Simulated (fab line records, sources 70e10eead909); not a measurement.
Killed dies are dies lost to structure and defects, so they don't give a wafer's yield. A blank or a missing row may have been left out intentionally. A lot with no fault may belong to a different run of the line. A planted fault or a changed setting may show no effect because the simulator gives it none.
Struck lot and sound lot, side by side    flow nand-harc    25 steps out of a route of 1159
Sound: wafers L930.2, L930.3, L930.5. Wafers struck: L940.1, L940.2, L940.5. At the end, the cause is stated.
Each step with rows lists, per side, the tool, then ch with its chambers, then its first start. Under that, the readings that differ: sound wafers    struck wafers    difference of the means    sigmas: that difference in standard deviations of wafers without a fault.
alike: a reading whose means differ by less than 2 such deviations, as well as words and numbers matching on both sides. not compared: withheld readings; readings where some wafer has no value; bounds like >300 that might hide an equal value; numbers whose values overlap and for which the record gives no deviation.
Wherever a step has rows on one side only, a row that says differs or no value, or a row with sigmas, the two part there. When numbers do not overlap yet have no deviation, they are printed without sigmas and do not part them. Lack of a reading on every wafer of one side parts them only where that side has two or more wafers.

first, 2 steps without rows for these wafers: NHARC_A_WL_FILL_PRECLEAN_30 (cleans in dHF, time 10 s); NHARC_A_WL_FILL_SRD_14.
NHARC_A_WL_FILL_ALD_19: deposits TiN, target thk 2 nm, pulse time 3 s, ald cycles 100.
  sound on ald-metal-04 ch 0,1,3, day 16 17:13; struck on ald-metal-04 ch 0,2, day 19 12:57
  alike: heater-power-w, precursor-pulse-height-rel, susceptor-temp-C
then, 1 step without rows for these wafers: NHARC_A_WL_FILL_CVD_20 (deposits W, target thk 75 nm, time 5064 s).
NHARC_A_WL_FILL_CMP_12: polishes, t overpolish 30 s, target thk 75 nm.
  sound on cmp-01 ch 1,3, day 17 00:42; struck on cmp-02 ch 0,1,3, day 20 03:02
  alike: motor-current-A, overpolish-run-s, time-to-endpoint-s
then, 1 step without rows for these wafers: NHARC_A_WL_FILL_SRD_31.
NHARC_A_WL_FILL_INSPECT_15:
  sound on defect-inspect-01, day 17 01:11; struck on defect-inspect-02, day 20 03:31
reading           sound        struck       difference  sigmas
raw-defect-count  307 289 233  365 755 887  +393        +3
NHARC_A_CONTACT_DEP_24: deposits SiO2, target thk 500 nm.
  sound on pecvd-03 ch 0,1,2, day 17 01:20; struck on pecvd-02 ch 0,1,2, day 20 03:35
  alike: heater-power-w, rf-fwd-power-W, susceptor-temp-C, throttle-valve-pct
NHARC_A_CONTACT_DEP_28: deposits aC, target thk 3600 nm.
  sound on acl-dep-01 ch 0, day 17 02:14; struck on acl-dep-03 ch 0, day 20 04:18
  alike: susceptor-temp-C, throttle-valve-pct
NHARC_A_CONTACT_DEP_29: deposits SiON, target thk 70 nm.
  sound on pecvd-02 ch 0,1, day 17 04:08; struck on pecvd-01 ch 0,1, day 20 06:32
  alike: heater-power-w, rf-fwd-power-W, susceptor-temp-C
then, 10 steps without rows for these wafers: NHARC_A_CONTACT_DEHYDRATE_32 (time 120 s); NHARC_A_CONTACT_HMDS_33 (time 30 s); NHARC_A_CONTACT_COAT_34 (time 75 s); NHARC_A_CONTACT_COAT_35 (time 65 s); NHARC_A_CONTACT_COAT_36 (resist thk 90 nm); NHARC_A_CONTACT_SOFTBAKE_37 (time 55 s); NHARC_A_CONTACT_EBR_38; NHARC_A_CONTACT_EXPOSE_39 (exposes mask A CC 3); NHARC_A_CONTACT_PEB_40 (peb time 65 s); NHARC_A_CONTACT_DEVELOP_41 (develop time 35 s).
NHARC_A_CONTACT_CD_MEAS_42 targets a cd of 200 nm.
  sound on cd-sem-01 ch 0, day 17 04:54; struck on cd-sem-01 ch 0, day 20 07:08
  alike: cd-nm
NHARC_A_CONTACT_OVL_MEAS_43:
  sound on overlay-01, day 17 04:59; struck on overlay-01, day 20 07:13
  alike: overlay-x-nm, overlay-y-nm
NHARC_A_CONTACT_INSPECT_44:
  sound on defect-inspect-01, day 17 05:01; struck on defect-inspect-01, day 20 07:25
reading           sound    struck       difference  sigmas
raw-defect-count  17 13 8  418 417 408  +402        +31
  not compared: hold
NHARC_A_CONTACT_DESCUM_47: chemistry O2, time 3 s.
  sound on rie-diel-07 ch 1,2,3, day 17 05:06; struck on rie-diel-05 ch 0,1, day 20 10:46
reading  sound  struck                                                                      difference                    sigmas
hold     - - -  await-dispo/3.3h/release await-dispo/3.3h/release await-dispo/3.3h/release  no value on the sound wafers  
  alike: drypump-motor-current-A, oes-product-au, rf-vpp-V, showerhead-plenum-p-Torr, throttle-valve-pct
  not compared: rf-hours-counter-h
-- record jumps: 4 days between struck wafers' starts before vs after; left off in module A_CONTACT, resumes in module END, first step shown is number 1159 of the route --
NHARC_END_SORT_01:
  sound on prober-01 ch 0, day 21 08:48; struck on prober-01 ch 0, day 24 11:41
reading              sound     struck    difference  sigmas
killed-at-array      15 13 8   96 90 83  +78         +7
killed-at-periphery  7 10 3    0 1 1     -6          -3
killed-dies          23 24 13  96 93 85  +71         +6
  alike: killed-at-other, killed-open, killed-short

== WHERE THEY PART ==
First at NHARC_A_WL_FILL_INSPECT_15; last, within this record, at NHARC_END_SORT_01.

WHY: what the simulator had put in
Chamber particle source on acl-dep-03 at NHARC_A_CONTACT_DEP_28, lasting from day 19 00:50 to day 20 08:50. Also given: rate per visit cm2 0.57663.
